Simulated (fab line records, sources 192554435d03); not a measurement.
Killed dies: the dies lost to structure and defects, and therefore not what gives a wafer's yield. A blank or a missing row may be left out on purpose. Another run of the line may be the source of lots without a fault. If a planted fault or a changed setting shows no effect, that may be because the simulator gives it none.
Matching of chambers    flow n5Finfet    N5_FIN_CUT_DESCUM_13 on rieDiel-06: 4 sister chambers
The step chemistry O2, time 7 s. 8 wafers are shown with their chamber, then 12 later ones without.

== EACH WAFER AND ITS CHAMBER ==
wafer   chamber  showerheadPlenumPTorr (Torr)  throttleValvePct (%)
L074.4  3        2.03                          20.29
L078.5  3        2.03                          20.30
L080.5  2        1.98                          20.53
L086.1  1        2.19                          20.84
L086.5  0        2.15                          20.85
L087.1  0        2.15                          20.83
L087.5  2        1.97                          20.54
L087.6  1        2.19                          20.83

== WAFERS WHOSE CHAMBER IS MISSING ==
wafer   showerheadPlenumPTorr (Torr)  throttleValvePct (%)
L091.3  2.14                          20.86
L091.4  2.02                          20.32
L091.5  2.19                          20.84
L092.2  1.97                          20.58
L092.4  2.02                          20.34
L092.5  2.19                          20.84
L093.3  2.02                          20.34
L093.5  2.14                          20.87
L093.6  2.19                          20.86
L097.3  2.18                          20.88
L097.5  1.97                          20.58
L097.6  2.18                          20.86

== WHICH CHAMBER EACH ONE RAN IN ==
wafer   from the rows above  in truth
L091.3  0                    0
L091.4  3                    3
L091.5  1                    1
L092.2  2                    2
L092.4  3                    3
L092.5  1                    1
L093.3  3                    3
L093.5  0                    0
L093.6  1                    1
L097.3  1                    1
L097.5  2                    2
L097.6  1                    1
Placed correctly: 12 of 12. Number that these rows cannot place: 0. Wrongly placed: 0.
How it was worked out, from the rows above alone: a wafer's distance from a chamber is the root of the sum, over the readings, of the square of ((its reading less the chamber's mean) divided by the reading's scatter). If the next closest chamber is less than 2 further off than the closest, the wafer can't be placed; otherwise it belongs to the closest. A chamber's mean is the mean of its shown wafers. The scatter: take each reading less its chamber's mean, square it, sum over the shown wafers, divide by the number of wafers less the number of chambers, and take the root.
